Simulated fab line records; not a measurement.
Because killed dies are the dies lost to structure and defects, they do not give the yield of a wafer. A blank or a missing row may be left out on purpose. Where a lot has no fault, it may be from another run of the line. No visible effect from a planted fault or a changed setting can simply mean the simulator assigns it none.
Which tool is to blame? :: flow nandHarc :: Sampling: 11 lots, 33 wafers, 7 of 1159 route steps

## WHAT EACH GAUGE READ, for each wafer
NHARC_A_BONDPAD_THK_MEAS_30: measures by ellipsometry. Usual: thkNm reads 199.6 nm (standard deviation 1.4).
lot: L693
measured: day 18 02:38
on: filmMetro-02
thkNm (nm): 200.1 199.8 199.8
flag: 

lot: L694
measured: day 18 03:02
on: filmMetro-02
thkNm (nm): 198.5 199.7 200.5
flag: 

lot: L697
measured: day 18 05:05
on: filmMetro-02
thkNm (nm): 197.4 201.4 202.0
flag: 

lot: L699
measured: day 19 22:24
on: filmMetro-01
thkNm (nm): 198.8 198.0 196.7
flag: 

lot: L702
measured: day 20 06:04
on: filmMetro-01
thkNm (nm): 198.2 200.8 200.1
flag: 

lot: L703
measured: day 20 08:29
on: filmMetro-02
thkNm (nm): 200.7 200.0 198.2
flag: 

lot: L706
measured: day 20 13:56
on: filmMetro-02
thkNm (nm): 198.8 201.9 197.7
flag: 

lot: L710
measured: day 21 23:14
on: filmMetro-02
thkNm (nm): 197.5 199.9 195.8
flag: 

lot: L708
measured: day 22 14:08
on: filmMetro-02
thkNm (nm): 199.3 199.9 198.2
flag: 

lot: L714
measured: day 23 14:56
on: filmMetro-02
thkNm (nm): 199.6 202.5 198.2
flag: 

lot: L715
measured: day 23 21:45
on: filmMetro-01
thkNm (nm): 199.7 197.1 200.5
flag: 

NHARC_A_BONDPAD_THK_MEAS_20: measures by xrf. Usual: thkNm reads 169.4 nm (standard deviation 1.5).
lot: L693
measured: day 18 05:49
on: filmMetro-01
thkNm (nm): 172.0 170.9 171.5
flag: 

lot: L694
measured: day 18 06:11
on: filmMetro-01
thkNm (nm): 171.5 170.3 169.0
flag: 

lot: L697
measured: day 18 08:23
on: filmMetro-02
thkNm (nm): 172.4 168.1 168.6
flag: 

lot: L699
measured: day 20 01:24
on: filmMetro-02
thkNm (nm): 167.9 170.1 167.3
flag: 

lot: L702
measured: day 20 09:19
on: filmMetro-02
thkNm (nm): 397.7 402.8 404.8
flag: OFF

lot: L703
measured: day 20 11:38
on: filmMetro-02
thkNm (nm): 404.4 397.7 400.5
flag: OFF

lot: L706
measured: day 20 18:05
on: filmMetro-01
thkNm (nm): 403.1 401.0 402.5
flag: OFF

lot: L710
measured: day 22 02:24
on: filmMetro-02
thkNm (nm): 170.7 167.8 171.0
flag: 

lot: L708
measured: day 22 17:17
on: filmMetro-02
thkNm (nm): 170.7 172.2 170.5
flag: 

lot: L714
measured: day 23 18:16
on: filmMetro-01
thkNm (nm): 170.1 170.7 167.5
flag: 

lot: L715
measured: day 24 00:54
on: filmMetro-02
thkNm (nm): 171.6 168.5 169.6
flag: 

NHARC_A_BONDPAD_INSPECT_23. Usual: rawDefectCount reads 440 (standard deviation 110).
lot: L693
measured: day 18 06:02
on: defectInspect-02
rawDefectCount: 497 576 547
flag: 

lot: L694
measured: day 18 06:25
on: defectInspect-02
rawDefectCount: 404 485 461
flag: 

lot: L697
measured: day 18 08:36
on: defectInspect-01
rawDefectCount: 417 502 534
flag: 

lot: L699
measured: day 20 01:36
on: defectInspect-01
rawDefectCount: 374 446 412
flag: 

lot: L702
measured: day 20 09:32
on: defectInspect-01
rawDefectCount: 3323 3155 3405
flag: OFF

lot: L703
measured: day 20 11:51
on: defectInspect-01
rawDefectCount: 3347 3552 3433
flag: OFF

lot: L706
measured: day 20 18:17
on: defectInspect-02
rawDefectCount: 3216 3239 3252
flag: OFF

lot: L710
measured: day 22 02:38
on: defectInspect-01
rawDefectCount: 444 335 532
flag: 

lot: L708
measured: day 22 17:29
on: defectInspect-02
rawDefectCount: 354 399 401
flag: 

lot: L714
measured: day 23 18:28
on: defectInspect-02
rawDefectCount: 471 365 683
flag: 

lot: L715
measured: day 24 01:07
on: defectInspect-02
rawDefectCount: 534 522 595
flag: 

NHARC_HYBRID_BOND_INSPECT_06: inspects for defects (ir void). Usual: rawDefectCount reads 32 (standard deviation 14).
lot: L693
measured: day 18 22:01
on: defectInspect-01
rawDefectCount: 23 16 29
flag: 

lot: L694
measured: day 18 22:02
on: defectInspect-02
rawDefectCount: 11 14 13
flag: 

lot: L697
measured: day 18 22:02
on: defectInspect-01
rawDefectCount: 16 20 15
flag: 

lot: L699
measured: day 20 11:25
on: defectInspect-02
rawDefectCount: 43 32 40
flag: 

lot: L710
measured: day 22 13:40
on: defectInspect-01
rawDefectCount: 38 35 49
flag: 

lot: L708
measured: day 23 03:11
on: defectInspect-02
rawDefectCount: 13 32 18
flag: 

lot: L714
measured: day 24 05:45
on: defectInspect-01
rawDefectCount: 19 29 24
flag: 

lot: L715
measured: day 24 10:56
on: defectInspect-02
rawDefectCount: 38 25 44
flag: 

NHARC_END_SORT_01. Usual: defectLimitedYield 95.7 %, standard deviation 1.5; killedAtArray 25, standard deviation 9.5; killedAtOther 0.8, standard deviation 1.2; killedAtPeriphery 3.4, standard deviation 2.2; killedDies 29, standard deviation 10; killedOpen 3.3, standard deviation 1.8; killedShort 2.1, standard deviation 1.4; sort_bin_2_pct 1.4 %, standard deviation 0.63; sort_bin_3_pct 0.22 %, standard deviation 0.2; sort_bin_4_pct 2.7 %, standard deviation 0.96; sortNPass 648, standard deviation 10; sortRimYieldPct 95.6 %, standard deviation 2.8; sortYieldPct 95.7 %, standard deviation 1.5.
lot: L694
measured: day 20 01:11
on: prober-01
defectLimitedYield (%): 98.7 97.6 98.5
killedAtArray: 5 11 8
killedAtOther: 3 2 2
killedAtPeriphery: 1 3 0
killedDies: 9 16 10
killedOpen: 1 4 3
killedShort: 1 2 1
sort_bin_2_pct (%): 0.3 0.7 0.3
sort_bin_3_pct (%): 0.15 0.30 0
sort_bin_4_pct (%): 0.9 1.3 1.2
sortNPass: 668 661 667
sortRimYieldPct (%): 99.1 96.2 98.1
sortYieldPct (%): 98.7 97.6 98.5
flag: 

lot: L697
measured: day 20 02:05
on: prober-02
defectLimitedYield (%): 97.3 96.9 98.1
killedAtArray: 15 20 12
killedAtOther: 1 0 0
killedAtPeriphery: 2 1 1
killedDies: 18 21 13
killedOpen: 0 3 4
killedShort: 2 3 3
sort_bin_2_pct (%): 0.7 0.9 0.9
sort_bin_3_pct (%): 0 0 0.15
sort_bin_4_pct (%): 1.9 2.2 0.9
sortNPass: 659 656 664
sortRimYieldPct (%): 94.3 98.1 95.3
sortYieldPct (%): 97.3 96.9 98.1
flag: 

lot: L699
measured: day 21 06:42
on: prober-01
defectLimitedYield (%): 94.7 94.8 95.4
killedAtArray: 32 32 22
killedAtOther: 1 0 5
killedAtPeriphery: 3 3 4
killedDies: 36 35 31
killedOpen: 4 3 2
killedShort: 2 3 2
sort_bin_2_pct (%): 1.5 1.6 1.8
sort_bin_3_pct (%): 0.30 0.44 0.44
sort_bin_4_pct (%): 3.5 3.1 2.4
sortNPass: 641 642 646
sortRimYieldPct (%): 95.3 97.2 90.6
sortYieldPct (%): 94.7 94.8 95.4
flag: 

lot: L702
measured: day 21 23:04
on: prober-01
defectLimitedYield (%): 0 0 0
killedAtArray: 670 668 670
killedAtOther: 0 0 0
killedAtPeriphery: 7 9 7
killedDies: 677 677 677
killedOpen: 1 3 4
killedShort: 1 1 2
sort_bin_2_pct (%): 1.2 1.9 1.6
sort_bin_3_pct (%): 96.60 94.83 95.27
sort_bin_4_pct (%): 2.2 3.2 3.1
sortNPass: 0 0 0
sortRimYieldPct (%): 0 0 0
sortYieldPct (%): 0 0 0
flag: OFF

lot: L703
measured: day 22 00:49
on: prober-02
defectLimitedYield (%): 0 0 0
killedAtArray: 675 674 675
killedAtOther: 1 0 0
killedAtPeriphery: 1 3 2
killedDies: 677 677 677
killedOpen: 2 3 4
killedShort: 0 2 3
sort_bin_2_pct (%): 1.3 1.6 2.2
sort_bin_3_pct (%): 95.86 94.53 93.94
sort_bin_4_pct (%): 2.8 3.8 3.8
sortNPass: 0 0 0
sortRimYieldPct (%): 0 0 0
sortYieldPct (%): 0 0 0
flag: OFF

lot: L706
measured: day 22 06:58
on: prober-02
defectLimitedYield (%): 0 0 0
killedAtArray: 672 671 673
killedAtOther: 0 0 0
killedAtPeriphery: 5 6 4
killedDies: 677 677 677
killedOpen: 6 4 3
killedShort: 3 1 3
sort_bin_2_pct (%): 2.5 1.9 0.9
sort_bin_3_pct (%): 95.27 95.42 97.19
sort_bin_4_pct (%): 2.2 2.7 1.9
sortNPass: 0 0 0
sortRimYieldPct (%): 0 0 0
sortYieldPct (%): 0 0 0
flag: OFF

lot: L708
measured: day 24 03:52
on: prober-01
defectLimitedYield (%): 97.3 95.0 97.2
killedAtArray: 13 27 15
killedAtOther: 0 0 0
killedAtPeriphery: 5 7 4
killedDies: 18 34 19
killedOpen: 8 6 5
killedShort: 1 3 3
sort_bin_2_pct (%): 0.4 1.8 0.3
sort_bin_3_pct (%): 0 0.44 0
sort_bin_4_pct (%): 2.2 2.8 2.5
sortNPass: 659 643 658
sortRimYieldPct (%): 97.2 95.3 97.2
sortYieldPct (%): 97.3 95.0 97.2
flag: 

## EACH LOT AND THE TOOL THAT RAN IT (in order: tool; ch and the chambers of the sampled wafers; start)
lot: L693
NHARC_A_BONDPAD_DEP_00: pecvd-03 ch 0,1,2, day 18 01:58
NHARC_A_BONDPAD_CMP_19: cmp-02 ch 0,1,2, day 18 05:32

lot: L694
NHARC_A_BONDPAD_DEP_00: pecvd-03 ch 1,2, day 18 02:22
NHARC_A_BONDPAD_CMP_19: cmp-02 ch 2,3, day 18 05:53

lot: L697
NHARC_A_BONDPAD_DEP_00: pecvd-03 ch 0,1, day 18 04:29
NHARC_A_BONDPAD_CMP_19: cmp-03 ch 1,2, day 18 08:06

lot: L699
NHARC_A_BONDPAD_DEP_00: pecvd-04 ch 1,2, day 19 20:47
NHARC_A_BONDPAD_CMP_19: cmp-01 ch 0,2, day 20 01:06

lot: L702
NHARC_A_BONDPAD_DEP_00: pecvd-04 ch 0,1,2, day 20 05:23
NHARC_A_BONDPAD_CMP_19: cmp-01 ch 0,1,2, day 20 09:02

lot: L703
NHARC_A_BONDPAD_DEP_00: pecvd-04 ch 0,2, day 20 07:50
NHARC_A_BONDPAD_CMP_19: cmp-02 ch 0,1,3, day 20 11:22

lot: L706
NHARC_A_BONDPAD_DEP_00: pecvd-04 ch 1,2, day 20 13:17
NHARC_A_BONDPAD_CMP_19: cmp-02 ch 1,2, day 20 17:45

lot: L710
NHARC_A_BONDPAD_DEP_00: pecvd-03 ch 0,1, day 21 22:37
NHARC_A_BONDPAD_CMP_19: cmp-01 ch 0,2,3, day 22 02:04

lot: L708
NHARC_A_BONDPAD_DEP_00: pecvd-04 ch 0,1,2, day 22 13:36
NHARC_A_BONDPAD_CMP_19: cmp-01 ch 2,3, day 22 16:59

lot: L714
NHARC_A_BONDPAD_DEP_00: pecvd-04 ch 0,1,2, day 23 14:17
NHARC_A_BONDPAD_CMP_19: cmp-01 ch 0,1,2, day 23 17:57

lot: L715
NHARC_A_BONDPAD_DEP_00: pecvd-02 ch 0,2, day 23 21:08
NHARC_A_BONDPAD_CMP_19: cmp-01 ch 0,1,3, day 24 00:35
- NHARC_A_BONDPAD_DEP_00: deposits SiCN, target thk 250 nm.
- NHARC_A_BONDPAD_CMP_19: polishes, t overpolish 30 s, cu recess touch 16 s, target thk 169.8 nm.

## WHAT THE TOOLS THEMSELVES READ (means of the sampled wafers that have a number; where no wafer has one, the mark that the record gives instead)
NHARC_A_BONDPAD_DEP_00. Usual: heaterPowerW 527 W, standard deviation 70; rfFwdPowerW 448.9 W, standard deviation 1.5.
lot: L693
tool: pecvd-03
heaterPowerW (W): 579
rfFwdPowerW (W): 448.7
flag: 

lot: L694
tool: pecvd-03
heaterPowerW (W): 557
rfFwdPowerW (W): 449.0
flag: 

lot: L697
tool: pecvd-03
heaterPowerW (W): 524
rfFwdPowerW (W): 450.4
flag: 

lot: L699
tool: pecvd-04
heaterPowerW (W): 539
rfFwdPowerW (W): 450.4
flag: 

lot: L702
tool: pecvd-04
heaterPowerW (W): 488
rfFwdPowerW (W): 448.5
flag: 

lot: L703
tool: pecvd-04
heaterPowerW (W): 441
rfFwdPowerW (W): 447.3
flag: 

lot: L706
tool: pecvd-04
heaterPowerW (W): 552
rfFwdPowerW (W): 449.1
flag: 

lot: L710
tool: pecvd-03
heaterPowerW (W): 521
rfFwdPowerW (W): 450.1
flag: 

lot: L708
tool: pecvd-04
heaterPowerW (W): 542
rfFwdPowerW (W): 447.3
flag: 

lot: L714
tool: pecvd-04
heaterPowerW (W): 517
rfFwdPowerW (W): 448.4
flag: 

lot: L715
tool: pecvd-02
heaterPowerW (W): 593
rfFwdPowerW (W): 450.6
flag: 

NHARC_A_BONDPAD_CMP_19. Usual: edgeZonePressureFrac 1.000, standard deviation 0.005; motorCurrentA 12.5 A, standard deviation 1.3; overpolishRunS 30.000 s, standard deviation 0.0088.
lot: L693
tool: cmp-02
edgeZonePressureFrac: 1.000
motorCurrentA (A): 12.7
overpolishRunS (s): 29.995
flag: 

lot: L694
tool: cmp-02
edgeZonePressureFrac: 0.997
motorCurrentA (A): 12.7
overpolishRunS (s): 29.999
flag: 

lot: L697
tool: cmp-03
edgeZonePressureFrac: 1.003
motorCurrentA (A): 12.1
overpolishRunS (s): 29.994
flag: 

lot: L699
tool: cmp-01
edgeZonePressureFrac: 1.005
motorCurrentA (A): 10.8
overpolishRunS (s): 29.999
flag: 

lot: L702
tool: cmp-01
edgeZonePressureFrac: -
motorCurrentA (A): -
overpolishRunS (s): -
flag: OFF

lot: L703
tool: cmp-02
edgeZonePressureFrac: -
motorCurrentA (A): -
overpolishRunS (s): -
flag: OFF

lot: L706
tool: cmp-02
edgeZonePressureFrac: -
motorCurrentA (A): -
overpolishRunS (s): -
flag: OFF

lot: L710
tool: cmp-01
edgeZonePressureFrac: 1.002
motorCurrentA (A): 12.5
overpolishRunS (s): 30.004
flag: 

lot: L708
tool: cmp-01
edgeZonePressureFrac: 0.999
motorCurrentA (A): 12.8
overpolishRunS (s): 30.004
flag: 

lot: L714
tool: cmp-01
edgeZonePressureFrac: 0.998
motorCurrentA (A): 12.9
overpolishRunS (s): 29.993
flag: 

lot: L715
tool: cmp-01
edgeZonePressureFrac: 1.000
motorCurrentA (A): 13.5
overpolishRunS (s): 30.001
flag: 

## THE ANSWER, worked out from the rows above alone
Rule: a lot counts as off when the mean over its wafers that have a number is more than 3 standard deviations away from the usual mean. A lot without any number at a reading at which 4 lots or more have one is off too. Where the step has rows for the other lots, those lots are counted as sound. After the gauges, taken in route order, come the tools' own readings; for these a lot's mean is taken, as printed above. The first step at which some lot is off is used, and at that step the reading that is off furthest; a lot without a number counts as furthest.
Off, at NHARC_A_BONDPAD_THK_MEAS_20 on thkNm: L702, L703, L706.
A tool fits if, at a process step before that reading, it ran every lot that is off, and no sound lot after the first of them. Not tried: the gauges at NHARC_A_BONDPAD_THK_MEAS_20; whatever is off there is also off at NHARC_A_BONDPAD_INSPECT_23, on other tools, and gauge error can't account for it. Of those tried, none fits.

## WHAT WAS PUT IN BY THE SIMULATOR
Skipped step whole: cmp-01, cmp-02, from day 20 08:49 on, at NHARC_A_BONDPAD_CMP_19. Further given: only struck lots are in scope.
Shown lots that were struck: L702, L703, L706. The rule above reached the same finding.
